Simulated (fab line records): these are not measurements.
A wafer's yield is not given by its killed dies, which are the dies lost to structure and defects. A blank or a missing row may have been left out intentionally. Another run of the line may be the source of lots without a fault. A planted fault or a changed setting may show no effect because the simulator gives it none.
Chamber matching	flow n5Finfet	aldMetal-03 running N5_HKMG_FIN_ALD_36: 4 sister chambers
The step deposits TiN, target thk 1 nm, pulse time 1 s, purge time 3 s. 4 wafers are shown with their chamber, then 8 later ones without.

WAFERS, EACH WITH ITS CHAMBER
wafer	chamber	heaterPowerW (W)
L088.6	2	905
L090.3	3	852
L090.6	1	893
L094.2	0	814

WAFERS MISSING THEIR CHAMBER
wafer	heaterPowerW (W)
L094.3	903
L094.6	790
L092.4	867
L092.5	793
L092.6	908
L096.1	925
L096.3	799
L096.5	900

CHAMBER TAKEN BY EACH
wafer	from the rows above	in truth
L094.3	can't be placed: 2 or 1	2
L094.6	0	0
L092.4	can't be placed: 3 or 1 or 2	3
L092.5	0	0
L092.6	can't be placed: 2 or 1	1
L096.1	can't be placed: 2 or 1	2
L096.3	0	0
L096.5	can't be placed: 2 or 1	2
Correct placement for 3 of the 8. Unplaceable from these rows: 5, with the true chamber sitting among the candidates in 5. Wrongly placed: 0.
How it was worked out, from the rows above alone: a wafer's distance from a chamber is the root of the sum, over the readings, of the square of ((its reading less the chamber's mean) divided by the reading's scatter). If the next closest chamber is less than 2 further off than the closest, the wafer can't be placed; otherwise it belongs to the closest. Each chamber's mean is taken over the wafers shown for it. The scatter: root of mean squared gap, hidden wafer to nearest shown wafer, with one shown wafer a chamber.
